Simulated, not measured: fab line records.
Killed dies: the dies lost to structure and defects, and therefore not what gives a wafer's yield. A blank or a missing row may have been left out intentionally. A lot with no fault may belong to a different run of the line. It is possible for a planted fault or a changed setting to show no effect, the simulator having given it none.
Comparing a struck lot with a sound one || flow n5-finfet || 39 steps out of a route of 1938
Sound: wafers L204.1, L204.2, L204.5. Struck: wafers L209.1, L209.5. At the end, the cause is stated.
Order at every step that has rows: each side's tool, ch and its chambers, its first start. Under that, the readings that differ: sound wafers || struck wafers || difference of the means || sigmas: that difference in standard deviations of wafers without a fault.
alike: same words and numbers on both sides, and readings whose means sit less than 2 such deviations apart. not compared: any withheld reading, any reading some wafer has no value for, any bound like >300 that may hide the same value, and any number with overlapping values for which the record gives no deviation.
The two part at a step that has a row with sigmas, a row that says differs or no value, or rows on one side only. When numbers do not overlap yet have no deviation, they are printed without sigmas and do not part them. A reading missing from all wafers of one side parts the sides only when that side holds two or more wafers.

first, 12 steps without rows for these wafers: N5_SD_EPI_N_ETCH_35 (etches SOC in N2/H2, overetch 108 nm, time 486 s); N5_SD_EPI_N_STRIP_36 (strips in N2/H2); N5_SD_EPI_N_ETCHBACK_44 (etches SiNx in CH3F/O2, stops on SiO2, target depth 14.5 nm); N5_SD_EPI_N_ETCH_45 (etches SiOCN in CH3F/O2, target depth 6 nm); N5_SD_EPI_N_ETCH_16 (etches SiO2 in CHF3/O2, target depth 5 nm); N5_SD_EPI_N_STRIP_47 (strips in CHF3/O2); N5_SD_EPI_N_SD_RECESS_17 (chemistry HBr/Cl2/O2, target depth 41 nm, time 23.7 s, bt time 3 s); N5_SD_EPI_N_STRIP_38 (strips in N2/H2); N5_SD_EPI_N_WET_ETCH_43 (etches SiO2 in dHF, time 14 s, target depth 1.5 nm); N5_SD_EPI_N_STRIP_18 (strips in SPM, time 750 s); N5_SD_EPI_N_SRD_20 (time 30 s); N5_SD_EPI_N_PRECLEAN_48 (cleans in NF3:NH3, afs cycles 2, time 20 s, sublimation time 60 s).
N5_SD_EPI_N_VAPOR_ETCH_50: etches Si in HCl, time 54 s.
  sound on epi-rpcvd-01 ch 0, day 3 12:41; struck on epi-rpcvd-01 ch 0, day 4 20:31
  alike: chamber-pressure-Torr, throttle-valve-pct
then, 24 steps without rows for these wafers: N5_SD_EPI_N_EPI_21 (deposits Si:P, time 690 s); N5_SD_EPI_N_PRECLEAN_24 (cleans in O3/DIW, time 60 s); N5_SD_EPI_N_SRD_25 (time 30 s); N5_SD_EPI_N_PRECLEAN_49 (cleans in NF3:NH3, afs cycles 1, time 20 s, sublimation time 60 s); N5_SD_EPI_N_LINER_46 (material SiNx, target thk 3 nm); N5_SD_EPI_P_COAT_34 (time 60 s, resist thk 350 nm); N5_SD_EPI_P_COAT_35 (time 60 s, resist thk 35 nm); N5_SD_EPI_P_COAT_03 (resist thk 150 nm); N5_SD_EPI_P_EBR_05; N5_SD_EPI_P_SOFTBAKE_04 (time 60 s); N5_SD_EPI_P_EXPOSE_06 (exposes mask SD P BLK, target cd 240 nm); N5_SD_EPI_P_PEB_07 (peb time 60 s); N5_SD_EPI_P_DEVELOP_08 (develop time 30 s); N5_SD_EPI_P_DESCUM_14 (chemistry O2, time 7.9 s); N5_SD_EPI_P_ETCH_36 (etches SiARC in CF4, target depth 45.5 nm, time 75.8 s); N5_SD_EPI_P_ETCH_37 (etches SOC in N2/H2, overetch 108 nm, time 486 s); N5_SD_EPI_P_STRIP_38 (strips in N2/H2); N5_SD_EPI_P_ETCHBACK_46 (etches SiNx in CH3F/O2, stops on SiO2, target depth 17.5 nm); N5_SD_EPI_P_ETCH_47 (etches SiOCN in CH3F/O2, target depth 25 nm); N5_SD_EPI_P_ETCH_16 (etches SiO2 in CHF3/O2, target depth 5 nm); N5_SD_EPI_P_STRIP_50 (strips in CHF3/O2); N5_SD_EPI_P_SD_RECESS_17 (chemistry HBr/Cl2/O2, target depth 39.1 nm, bt time 3 s); N5_SD_EPI_P_WET_ETCH_45 (etches SiO2 in dHF, time 10.7 s, target depth 2 nm, rinse time 30 s); N5_SD_EPI_P_STRIP_40 (strips in N2/H2).
-- a jump in the record: the struck wafers' starts before and after are 5 days apart (it breaks off in module SD_EPI_P and resumes in module BEOL_M4, where the first step shown is number 1111 of the route) --
N5_BEOL_M4_RC_MEAS_101:
  sound on prober-02 ch 0, day 7 22:50; struck on prober-01 ch 0, day 9 16:40
{"reading": "REXT_N (ohm.um)", "sound": "77.7 77.0 78.1", "struck": "81.2 81.6", "difference": "+3.8", "sigmas": "+2"}
  alike: DIBL_N, DIBL_P, IOFF_N, IOFF_P, ION_N, ION_P, SS_N, SS_P, VT_N, VT_P
-- a jump in the record: the struck wafers' starts before and after are 4 days apart (it breaks off in module BEOL_M4 and resumes in module PASSIVATION, where the first step shown is number 1936 of the route) --
N5_PASSIVATION_PROBE_49:
  sound: prober-01 at day 12 02:26; struck: prober-02 at day 14 01:05
  alike: defect-limited-yield, killed_at_M0_to_M3, killed_at_M4_up, killed-at-contacts, killed-at-front-end, killed-at-other, killed-dies, killed-open, killed-short, sort_bin_5_function, sort_bin_6_memory, sort-n-pass, sort-yield-pct

WHERE THEY PART
Within this record, at N5_BEOL_M4_RC_MEAS_101 only. Later steps at which nothing parts them and some readings are alike: N5_PASSIVATION_PROBE_49.

WHY: what the simulator had put in
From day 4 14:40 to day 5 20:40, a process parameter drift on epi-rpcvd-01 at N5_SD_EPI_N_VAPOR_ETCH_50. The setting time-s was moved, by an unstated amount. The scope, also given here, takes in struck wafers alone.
